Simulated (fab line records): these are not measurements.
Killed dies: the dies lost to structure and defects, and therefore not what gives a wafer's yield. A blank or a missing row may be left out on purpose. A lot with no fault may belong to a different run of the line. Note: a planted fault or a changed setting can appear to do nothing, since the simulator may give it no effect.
Matching of chambers -- flow nand harc -- NHARC_THIN_TSV_CMP_21 on cmp-01: 4 sister chambers
The step polishes, t overpolish 30 s, target thk 2000 nm. 14 wafers are shown with their chamber, then 7 later ones without.

WAFERS PAIRED WITH THEIR CHAMBERS
wafer,chamber,motor current A (A),slurry flow ml min,retaining ring pressure frac
L507.1,0,13.3,150.5,1.002
L507.2,1,12.4,149.8,0.993
L507.6,2,11.7,149.7,0.995
L510.2,0,13.1,150.1,1.005
L510.4,1,12.2,150.1,1.002
L510.6,1,12.5,150.1,0.995
L509.1,1,12.4,150.1,1.011
L509.2,2,11.6,149.6,1.002
L509.5,3,10.9,150.0,1.002
L511.2,0,13.8,150.0,1.002
L511.3,3,10.0,150.3,1.001
L511.6,1,12.8,150.0,0.999
L513.3,3,10.8,150.6,1.001
L513.5,1,12.3,150.2,0.998

SIGNATURES, as means of the wafers listed above
reading,chamber 0,chamber 1,chamber 2,chamber 3,scatter within a chamber
motor current A,13.400,12.433,11.650,10.567,0.311
slurry flow ml min,150.200,150.050,149.650,150.300,0.205
retaining ring pressure frac,1.00300,0.99967,0.99850,1.00133,0.00484
Rule: distance of a wafer from a chamber = root of the sum over the readings of ((wafer's reading minus chamber's mean) / reading's scatter) squared. The wafer belongs to the nearest chamber; if the next one is less than 2 further off, it can't be placed. The scatter is the square root of a quotient: the sum, over the shown wafers, of each reading's squared deviation from its chamber's mean, divided by wafers minus chambers.

WAFERS WITHOUT THEIR CHAMBER
wafer,motor current A (A),slurry flow ml min,retaining ring pressure frac
L513.6,12.2,150.4,0.997
L516.1,12.1,150.1,1.001
L516.2,11.3,150.4,0.994
L516.5,13.0,150.5,1.001
L529.1,12.3,149.8,1.005
L529.3,13.9,149.7,1.001
L529.4,10.4,149.6,1.001

THE CHAMBER EACH PASSED THROUGH
wafer,from the rows above,in truth
L513.6,1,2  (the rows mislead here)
L516.1,can't be placed: 1 or 2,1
L516.2,can't be placed: 3 or 2 or 1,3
L516.5,can't be placed: 0 or 1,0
L529.1,can't be placed: 1 or 2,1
L529.3,0,0
L529.4,can't be placed: 3 or 2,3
Placed correctly: 1 of 7. Cannot be placed on the basis of these rows: 5; the candidates contain the true chamber in 5. Placed wrongly: 1.
